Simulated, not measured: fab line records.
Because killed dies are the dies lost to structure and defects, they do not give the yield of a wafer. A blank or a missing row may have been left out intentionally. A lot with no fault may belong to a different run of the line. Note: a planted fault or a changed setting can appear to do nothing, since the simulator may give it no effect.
fab line records ; flow n5-finfet
[record] lots = 6; wafers = 17; last-day = 18
route steps=1938 shown HKMG_FIN@437 BEOL_M4@1111
lots that met no fault: taken from a fault-free run of the same line
start-h: the number of hours between the record's first day and the start of the first shown wafer of the lot ; wait-h: how many hours have passed since the lot's step before this one ; " identical to the entry in the row above ; L1.1+2: a single row standing in for several wafers ; - no value, or no start was given ; * or withheld: withheld ; < > ~ a bound
route shown NAME@n: a module of which the file shows steps, and the number in the route of the first ; usual: average and standard deviation across the fault-free wafers ; same: alike in all rows ; chamber/n: place in a boat ; sites: each site's reading ; _std_site: the standard deviation of these ; _edge_site: outer sites' mean less inner sites' ; radius-mm: how far each site lies from the wafer's centre ; mask NAME#n: copy n ; behind: the most recent tool/chamber to have shaped the wafer ; hold: the reason the lot was held/the length of the hold in hours/how it ended ; device: names the non-switching transistor (n, p or np) ; end of line: the route-end tests of the same wafers ; for a step that has no rows: nothing shown but its recipe ; killed: at the first sort, the dies lost to defects and structure; wafer yield is something else ; map: a wafer's dies, x killed, . not, _ none there
set.NAME: the setting as run; set.NAME@STEP: as run at that earlier step ; model.NAME: the simulator's own value behind a step, which no gauge read
lots seen at some steps along the route; tables by step, rows by wafer
services: when a tool's chamber went out of use (start-h, in hours from the record's first day, below 0 if earlier), for how many hours, and the reason
[[steps]]
[step N5_HKMG_FIN_STRIP_34]
[recipe] chemistry = CF4; resist = SiARC; power-w = 300; bias-power-w = 75; pressure-mtorr = 50; cf4-flow-sccm = 150; rf-frequency-hz = 6e+07
[usual] drypump-motor-current-A = 5.8/0.42; oes-product-au = 0.78/0.098; rf-vpp-V = 271.6/1.4; showerhead-plenum-p-Torr = 1.82/0.055; throttle-valve-pct = 13.61/0.26
lot.wafer;tool;chamber;start-h;wait-h;drypump-motor-current-A;oes-product-au;rf-hours-counter-h;rf-vpp-V;showerhead-plenum-p-Torr;throttle-valve-pct
L642.1;rie-diel-04;0;89.50;0.0;5.3;0.70;213;271.8;1.84;13.87
L642.5;rie-diel-04;1;89.50;0.0;5.4;0.73;-;272.6;1.86;13.76
L642.6;rie-diel-04;0;89.50;0.0;5.3;0.70;-;271.2;1.84;13.86
L647.1;rie-diel-04;3;118.24;0.0;5.3;0.72;209;271.2;1.79;13.93
L647.4;rie-diel-04;0;118.24;0.0;5.3;0.69;223;270.7;1.83;13.90
L647.6;rie-diel-04;3;118.24;0.0;5.3;0.72;-;269.8;1.79;13.93
L650.1;rie-diel-06;1;136.68;0.0;6.5;0.70;240;273.5;1.86;13.77
L650.3;rie-diel-06;0;136.68;0.0;5.3;0.70;193;268.5;1.72;13.72
L650.5;rie-diel-06;0;136.68;0.0;5.3;0.70;-;270.9;1.72;13.73
L659.3;rie-diel-06;3;192.29;0.0;5.7;0.87;26;271.8;1.84;13.26
L659.4;rie-diel-06;2;192.29;0.0;6.4;0.92;18;271.7;1.83;13.25
L659.5;rie-diel-06;3;192.29;0.0;5.7;0.87;-;272.4;1.84;13.29
L661.1;rie-diel-06;1;200.26;0.0;6.5;0.94;8;273.3;1.86;13.25
L661.5;rie-diel-06;0;200.26;0.0;5.4;0.68;-;269.0;1.71;13.79
L662.1;rie-diel-04;2;211.83;0.0;5.9;0.79;119;273.0;1.89;13.73
L662.2;rie-diel-04;3;211.83;0.0;5.3;0.70;242;270.8;1.78;14.00
L662.3;rie-diel-04;1;211.83;0.0;5.4;0.70;244;270.5;1.85;13.85
[step N5_HKMG_FIN_ETCH_35]
[recipe] chemistry = N2/H2; target = SOC; target-depth-a = 2158; ion-energy-ev = 65; bias-w = 5; source-w = 3000; time-s = 243.4; pressure-mtorr = 30; n2-flow-sccm = 200; h2-flow-sccm = 200
[usual] drypump-motor-current-A = 5.8/0.42; oes-product-au = 0.79/0.11; rf-vpp-V = 141.9/0.96; showerhead-plenum-p-Torr = 2.57/0.08; throttle-valve-pct = 17.82/0.28
lot.wafer;tool;chamber;start-h;wait-h;drypump-motor-current-A;oes-product-au;rf-hours-counter-h;rf-vpp-V;showerhead-plenum-p-Torr;throttle-valve-pct
L642.1;rie-diel-04;0;89.52;0.0;5.3;0.70;213;144.1;2.61;18.08
L642.5;rie-diel-04;1;89.52;0.0;5.4;0.72;-;142.3;2.65;18.17
L642.6;rie-diel-04;0;89.52;0.0;5.3;0.71;-;142.7;2.61;18.05
L647.1;rie-diel-04;3;118.26;0.0;5.4;0.74;209;142.1;2.51;17.97
L647.4;rie-diel-04;0;118.26;0.0;5.4;0.70;223;142.6;2.60;18.09
L647.6;rie-diel-04;3;118.26;0.0;5.4;0.73;-;140.4;2.51;17.95
L650.1;rie-diel-06;1;136.70;0.0;6.5;0.71;240;141.8;2.60;17.74
L650.3;rie-diel-06;0;136.70;0.0;5.4;0.67;193;140.6;2.40;17.78
L650.5;rie-diel-06;0;136.70;0.0;5.3;0.68;-;141.3;2.40;17.78
L659.3;rie-diel-06;3;192.31;0.0;5.7;0.88;26;140.8;2.60;17.54
L659.4;rie-diel-06;2;192.31;0.0;6.4;0.94;18;142.2;2.58;17.45
L659.5;rie-diel-06;3;192.31;0.0;5.7;0.88;-;141.3;2.60;17.52
L661.1;rie-diel-06;1;200.28;0.0;6.5;0.98;8;142.8;2.59;17.35
L661.5;rie-diel-06;0;200.28;0.0;5.4;0.67;-;141.2;2.39;17.83
L662.1;rie-diel-04;2;211.85;0.0;5.8;0.80;119;141.5;2.65;17.78
L662.2;rie-diel-04;3;211.85;0.0;5.3;0.71;242;140.5;2.50;18.03
L662.3;rie-diel-04;1;211.85;0.0;5.4;0.70;244;142.9;2.63;18.24
[step N5_HKMG_FIN_STRIP_92]
[recipe] chemistry = N2/H2; material = SOC; time-s = 20; power-w = 500; temp-c = 40; pressure-mtorr = 50; rf-frequency-hz = 6e+07; bias-power-w = 8; h2-frac = 0.5; n2-flow-sccm = 300; h2-flow-sccm = 300
[usual] drypump-motor-current-A = 5.8/0.42; oes-product-au = 0.79/0.11; rf-vpp-V = 54.3/0.85; showerhead-plenum-p-Torr = 3.40/0.1; throttle-valve-pct = 19.0/0.53
lot.wafer;tool;chamber;start-h;wait-h;drypump-motor-current-A;oes-product-au;rf-hours-counter-h;rf-vpp-V;showerhead-plenum-p-Torr;throttle-valve-pct
L642.1;rie-diel-04;0;89.67;0.1;5.3;0.70;213;53.6;3.44;19.2
L642.5;rie-diel-04;1;89.67;0.1;5.4;0.73;-;54.1;3.49;20.1
L642.6;rie-diel-04;0;89.67;0.1;5.3;0.69;-;55.3;3.44;19.2
L647.1;rie-diel-04;3;118.41;0.1;5.4;0.76;209;53.9;3.32;18.9
L647.4;rie-diel-04;0;118.41;0.1;5.4;0.69;223;54.2;3.43;19.2
L647.6;rie-diel-04;3;118.41;0.1;5.3;0.76;-;54.1;3.32;19.0
L650.1;rie-diel-06;1;136.85;0.1;6.5;0.70;240;55.7;3.43;18.8
L650.3;rie-diel-06;0;136.85;0.1;5.4;0.69;194;53.7;3.18;18.9
L650.5;rie-diel-06;0;136.85;0.1;5.4;0.69;-;54.6;3.18;18.9
L659.3;rie-diel-06;3;192.46;0.1;5.7;0.89;26;53.2;3.43;18.5
L659.4;rie-diel-06;2;192.46;0.1;6.4;0.93;18;55.5;3.41;18.3
L659.5;rie-diel-06;3;192.46;0.1;5.7;0.89;-;54.8;3.43;18.5
L661.1;rie-diel-06;1;200.43;0.1;6.5;0.98;9;53.3;3.42;18.4
L661.5;rie-diel-06;0;200.43;0.1;5.4;0.68;-;55.3;3.17;18.9
L662.1;rie-diel-04;2;212.00;0.1;5.8;0.79;119;54.7;3.50;18.6
L662.2;rie-diel-04;3;212.00;0.1;5.4;0.73;242;54.2;3.30;19.0
L662.3;rie-diel-04;1;212.00;0.1;5.4;0.69;244;54.9;3.47;20.1
[step N5_HKMG_FIN_WET_ETCH_18]
[recipe] chemistry = SC1; target = TiN; mix = 1:1:5; temp-c = *; time-s = 55; target-depth-nm = 5.2; dry = ipa-marangoni; rinse-time-s = 30; rinse-temp-c = 23
[step N5_HKMG_FIN_STRIP_19]
[recipe] chemistry = N2/H2; power-w = 2500; temp-c = 300; h2-frac = 0.65; time-s = 360; pressure-mtorr = withheld; n2-flow-sccm = 1750; h2-flow-sccm = 3250
[usual] drypump-motor-current-A = 5.7/0.45; heater-power-w = 482/26
lot.wafer;tool;chamber;start-h;wait-h;drypump-motor-current-A;heater-power-w;rf-hours-counter-h
L642.1;plasma-asher-02;1;89.81;0.0;5.5;479;86
L642.5;plasma-asher-02;0;89.81;0.0;5.8;465;-
L642.6;plasma-asher-02;1;89.81;0.0;5.5;489;-
L647.1;plasma-asher-01;0;118.56;0.0;5.1;528;50
L647.4;plasma-asher-01;1;118.56;0.0;6.4;471;-
L647.6;plasma-asher-01;0;118.56;0.0;5.1;530;-
L650.1;plasma-asher-02;0;137.00;0.0;5.8;458;94
L650.3;plasma-asher-02;0;137.00;0.0;5.8;460;-
L650.5;plasma-asher-02;0;137.00;0.0;5.8;446;-
L659.3;plasma-asher-01;1;192.73;0.1;6.4;473;-
L659.4;plasma-asher-01;0;192.73;0.1;5.1;520;-
L659.5;plasma-asher-01;1;192.73;0.1;6.4;467;-
L661.1;plasma-asher-02;0;200.58;0.0;5.8;468;110
L661.5;plasma-asher-02;1;200.58;0.0;5.4;485;-
L662.1;plasma-asher-02;1;212.15;0.0;5.4;477;112
L662.2;plasma-asher-02;0;212.15;0.0;5.8;446;112
L662.3;plasma-asher-02;0;212.15;0.0;5.8;454;-
[step N5_HKMG_FIN_ALD_91]
[recipe] material = TiN; target-thk-a = 10; temp-c = 400; ald-precursor-family = TiCl4; ald-co-reactant = NH3; pulse-time-s = 1; purge-time-s = 3; co-reactant-purge-time-s = 2; co-reactant-pulse-time-s = 2; ald-cycles = 47; pressure-torr = 3
[step N5_HKMG_FIN_COAT_85]
[recipe] resist = SOC; temp-c = 250; time-s = 60; spin-rpm = 1500; resist-thk-nm = 300
[step N5_HKMG_FIN_ETCH_86]
[recipe] chemistry = N2/H2; target = SOC; target-depth-a = 3932; stop-on = TiN; ion-energy-ev = 100; bias-w = 61; pressure-mtorr = 30; source-w = 850; n2-flow-sccm = 200; h2-flow-sccm = 200
[usual] drypump-motor-current-A = 5.9/0.41; oes-product-au = 0.79/0.1; rf-vpp-V = 241.1/1.3; showerhead-plenum-p-Torr = 2.58/0.078; throttle-valve-pct = 17.77/0.29
lot.wafer;tool;chamber;start-h;wait-h;drypump-motor-current-A;oes-product-au;rf-hours-counter-h;rf-vpp-V;showerhead-plenum-p-Torr;throttle-valve-pct
L642.1;rie-diel-05;2;90.55;-;5.7;0.79;90;240.9;2.70;17.94
L642.5;rie-diel-05;3;90.55;-;6.2;0.71;-;240.3;2.54;18.12
L642.6;rie-diel-05;2;90.55;-;5.7;0.80;-;241.9;2.70;17.93
L647.1;rie-diel-06;1;119.28;-;6.5;0.71;231;241.7;2.60;17.69
L647.4;rie-diel-06;0;119.28;-;5.4;0.70;-;239.5;2.41;17.74
L647.6;rie-diel-06;1;119.28;-;6.5;0.71;-;242.3;2.60;17.69
L650.1;rie-diel-05;2;137.72;-;5.7;0.77;109;243.4;2.69;17.96
L650.3;rie-diel-05;3;137.72;-;6.1;0.69;218;240.6;2.53;18.17
L650.5;rie-diel-05;1;137.72;-;6.1;0.89;-;241.7;2.59;17.38
L659.3;rie-diel-06;1;193.38;-;6.5;0.96;6;241.0;2.59;17.29
L659.4;rie-diel-06;3;193.38;-;5.7;0.86;27;242.0;2.60;17.50
L659.5;rie-diel-06;2;193.38;-;6.4;0.94;-;240.8;2.58;17.40
L661.1;rie-diel-06;3;201.30;-;5.7;0.87;29;242.2;2.60;17.49
L661.5;rie-diel-06;3;201.30;-;5.7;0.87;-;240.6;2.60;17.50
L662.1;rie-diel-06;1;212.87;-;6.5;0.92;12;241.0;2.59;17.32
L662.2;rie-diel-06;2;212.87;-;6.4;0.92;25;240.5;2.58;17.43
L662.3;rie-diel-06;0;212.87;-;5.4;0.67;221;236.7;2.39;17.81
[step N5_HKMG_FIN_STRIP_89]
[recipe] chemistry = N2/H2; material = SOC; time-s = 20; power-w = 500; temp-c = 40; pressure-mtorr = 50; rf-frequency-hz = 6e+07; bias-power-w = 8; h2-frac = 0.5; n2-flow-sccm = 300; h2-flow-sccm = 300
[step N5_HKMG_FIN_WET_ETCH_87]
[recipe] chemistry = SC1; target = TiN; mix = 1:2:40; temp-c = 50; time-s = 154.2; target-depth-nm = 4.7; dry = ipa-marangoni; rinse-time-s = 30; rinse-temp-c = 23
[step N5_HKMG_FIN_STRIP_88]
[recipe] chemistry = N2/H2; power-w = 2500; temp-c = 300; h2-frac = 0.65; time-s = 360; pressure-mtorr = withheld; n2-flow-sccm = 1750; h2-flow-sccm = 3250
[step N5_HKMG_FIN_NWFM_ALD_20]
[recipe] material = TiAlC; target-thk-a = 20; temp-c = 300; ald-precursor-family = TiCl4; ald-co-reactant = TEA; pulse-time-s = 3; purge-time-s = 2; co-reactant-purge-time-s = 2; co-reactant-pulse-time-s = 10; ald-cycles = 7; pressure-torr = 3
[step N5_HKMG_FIN_ALD_71]
[recipe] material = TiN; target-thk-a = 10; temp-c = 400; ald-precursor-family = TiCl4; ald-co-reactant = NH3; pulse-time-s = 1; purge-time-s = 3; co-reactant-purge-time-s = 2; co-reactant-pulse-time-s = 2; ald-cycles = 47; pressure-torr = 3
[usual] ald-cycles = 47/0; heater-power-w = 888/100; precursor-pulse-height-rel = 1.001/0.021
lot.wafer;tool;chamber;start-h;wait-h;ald-cycles;heater-power-w;precursor-pulse-height-rel;model.TiN_of_HKMG_FIN_ALD_71.thk-nm
L642.1;ald-metal-03;3;91.28;0.0;47;735;1.017;1
L642.5;ald-metal-03;3;91.28;0.0;47;737;0.974;1
L642.6;ald-metal-03;2;91.28;0.0;47;970;0.997;1
L647.1;ald-metal-03;0;120.07;0.0;47;880;0.986;1
L647.4;ald-metal-03;1;120.07;0.0;85;1024;1.000;1.8
L647.6;ald-metal-03;2;120.07;0.0;47;960;0.996;1
L650.1;ald-metal-03;1;138.46;0.0;85;1065;0.969;1.8
L650.3;ald-metal-03;0;138.46;0.0;47;878;1.013;1
L650.5;ald-metal-03;2;138.46;0.0;47;947;0.990;1
L659.3;ald-metal-02;1;194.11;0.0;47;862;0.979;1
L659.4;ald-metal-02;0;194.11;0.0;47;876;1.001;1
L659.5;ald-metal-02;3;194.11;0.0;47;878;0.998;1
L661.1;ald-metal-02;3;202.09;0.0;47;876;1.000;1
L661.5;ald-metal-02;3;202.09;0.0;47;895;0.995;1
L662.1;ald-metal-04;3;213.64;0.0;47;847;1.001;1
L662.2;ald-metal-04;1;213.64;0.0;47;973;0.957;1
L662.3;ald-metal-04;0;213.64;0.0;47;1019;0.991;1
[step N5_HKMG_FIN_COAT_66]
[recipe] resist = SOC; temp-c = 250; time-s = 60; spin-rpm = 1500; resist-thk-nm = 300
[step N5_BEOL_M4_RC_MEAS_101]
[usual] DIBL_N = 36.1/2; DIBL_P = 36.3/2.5; IOFF_N = 0.16/0.037; IOFF_P = 0.21/0.039; ION_N = 678/15; ION_P = 465/8.7; SS_N = 71.4/0.7; SS_P = 73.3/0.74; VT_N = 249/3.6; VT_P = -250.0/2.9
lot.wafer;tool;chamber;start-h;wait-h;DIBL_N[mV/V];DIBL_P[mV/V];IOFF_N[nA/um];IOFF_P[nA/um];ION_N[uA/um];ION_P[uA/um];SS_N[mV/dec];SS_P[mV/dec];VT_N[mV];VT_P[mV]
L642.1;prober-01;0;191.36;0.0;36.5;37.5;0.16;0.20;673;452;71.1;73.3;250;-251.8
L642.5;prober-01;0;191.36;0.0;34.9;35.1;0.14;0.17;663;448;71.1;72.7;249;-252.9
L642.6;prober-01;0;191.36;0.0;38.0;39.0;0.18;0.21;666;454;72.2;75.0;250;-252.1
L647.1;prober-02;0;199.62;0.0;37.1;37.3;0.16;0.24;682;471;71.7;73.8;250;-248.0
L647.4;prober-02;0;199.62;0.0;38.9;40.3;0.20;0.28;670;461;72.1;74.2;246;-249.5
L647.6;prober-02;0;199.62;0.0;34.2;32.8;0.11;0.17;653;449;70.5;72.2;255;-251.8
L650.1;prober-02;0;238.76;0.0;38.3;37.1;0.23;0.25;699;465;72.3;74.3;242;-248.7
L650.3;prober-02;0;238.76;0.0;36.3;35.6;0.16;0.21;692;472;72.3;73.4;250;-250.9
L650.5;prober-02;0;238.76;0.0;38.0;38.4;0.20;0.27;717;484;72.4;74.0;246;-247.1
L661.1;prober-02;0;306.06;0.0;36.8;38.6;0.19;0.22;713;477;71.3;74.0;245;-247.3
L661.5;prober-02;0;306.06;0.0;36.4;38.1;0.18;0.21;700;469;70.8;73.5;247;-251.2
L659.3;prober-02;0;308.58;0.3;34.3;35.7;0.13;0.20;681;470;70.7;73.4;254;-250.4
L659.4;prober-02;0;308.58;0.3;34.2;35.2;0.14;0.20;667;456;70.6;72.8;250;-253.2
L659.5;prober-02;0;308.58;0.3;38.5;40.9;0.22;0.27;704;481;71.8;73.7;245;-248.8
L662.1;prober-01;0;324.98;0.0;38.4;39.4;0.22;0.26;686;464;72.2;73.9;245;-245.6
L662.2;prober-01;0;324.98;0.0;32.9;33.3;0.13;0.17;672;465;70.0;73.2;248;-249.2
L662.3;prober-01;0;324.98;0.0;33.2;33.9;0.13;0.19;685;481;70.8;72.1;249;-251.4
[[services]]
tool;chamber;start-h;hours;kind
rie-diel-06;0;80.80;5.8;repair
ald-metal-02;2;84.62;7.1;repair
rie-diel-05;1;102.88;4.1;repair
rie-diel-06;3;109.47;-;clean
rie-diel-06;3;109.47;-;consumable-replace:focus-ring
rie-diel-06;3;109.47;17.5;scheduled-down
rie-diel-06;3;109.47;17.5;vent-cycle
rie-diel-06;2;127.08;-;clean
rie-diel-06;2;127.08;-;consumable-replace:focus-ring
rie-diel-06;2;127.08;14.0;scheduled-down
rie-diel-06;2;127.08;14.0;vent-cycle
ald-metal-03;-;129.05;2.8;pm
plasma-asher-01;-;137.25;14.6;pm
ald-metal-04;-;143.52;6.0;pm
ald-metal-02;1;151.25;1.7;repair
ald-metal-02;-;151.83;8.7;pm
rie-diel-06;1;163.37;-;clean
rie-diel-06;1;163.37;-;consumable-replace:focus-ring
rie-diel-05;0;167.07;5.0;repair
rie-diel-04;2;175.54;3.6;repair
plasma-asher-02;-;178.06;0.3;repair
ald-metal-02;-;178.46;6.0;pm
rie-diel-05;1;183.42;12.0;repair
rie-diel-05;-;205.16;0.7;repair
[[key]]
[first-sign] step = N5_HKMG_FIN_ALD_71; reading = ald-cycles; direction = up; sigmas = 99+; usual = *; struck = *
effect none on later readings
[model-effect] step = N5_HKMG_FIN_ALD_71; value = TiN_of_HKMG_FIN_ALD_71.thk-nm; without = 1; struck = 1.8
met-at N5_HKMG_FIN_ALD_71
struck-wafers L647.4,L650.1
[fault] kind = process-parameter-drift; tool = ald-metal-03; chamber = 1; onset-h = 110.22; steps = N5_HKMG_FIN_ALD_71; channel = ald-cycles; offset = *; shape = step; end-h = 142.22; acts-in = *; stated = *
